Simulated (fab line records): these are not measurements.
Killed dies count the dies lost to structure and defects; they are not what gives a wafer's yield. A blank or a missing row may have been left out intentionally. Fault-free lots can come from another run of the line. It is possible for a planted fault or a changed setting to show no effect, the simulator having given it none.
Matching of chambers + flow n5Finfet + rieDiel-06 running N5_GATE_CUT_DESCUM_18: 4 sister chambers
The step chemistry O2, time 7 s. 4 wafers are shown with their chamber, then 8 later ones without.

EACH WAFER AND ITS CHAMBER
| wafer  | chamber | showerheadPlenumPTorr (Torr) |
|--------|---------|------------------------------|
| L078.1 | 2       | 2.01                         |
| L078.6 | 0       | 2.06                         |
| L082.5 | 3       | 2.07                         |
| L085.2 | 1       | 2.17                         |

WAFERS WITHOUT THEIR CHAMBER
| wafer  | showerheadPlenumPTorr (Torr) |
|--------|------------------------------|
| L085.3 | 2.07                         |
| L085.4 | 2.06                         |
| L091.1 | 2.06                         |
| L091.3 | 2.06                         |
| L091.6 | 2.01                         |
| L097.1 | 2.01                         |
| L097.2 | 2.16                         |
| L097.5 | 2.05                         |

THE CHAMBER EACH PASSED THROUGH
| wafer  | from the rows above     | in truth |
|--------|-------------------------|----------|
| L085.3 | can't be placed: 3 or 0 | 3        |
| L085.4 | can't be placed: 0 or 3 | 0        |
| L091.1 | can't be placed: 0 or 3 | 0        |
| L091.3 | can't be placed: 0 or 3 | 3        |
| L091.6 | 2                       | 2        |
| L097.1 | 2                       | 2        |
| L097.2 | 1                       | 1        |
| L097.5 | can't be placed: 0 or 3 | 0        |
Correctly placed: 3 of 8. From these rows, 5 cannot be placed; in 5 the true chamber is one of the candidates. Number placed wrongly: 0.
How it was worked out, from the rows above alone: a wafer's distance from a chamber is the root of the sum, over the readings, of the square of ((its reading less the chamber's mean) divided by the reading's scatter). The wafer belongs to the nearest chamber; if the next one is less than 2 further off, it can't be placed. For every chamber, the mean is computed from those of its wafers that are shown. The scatter: with one shown wafer a chamber, the root of the mean of the squares of how far each hidden wafer lies from its nearest shown one.
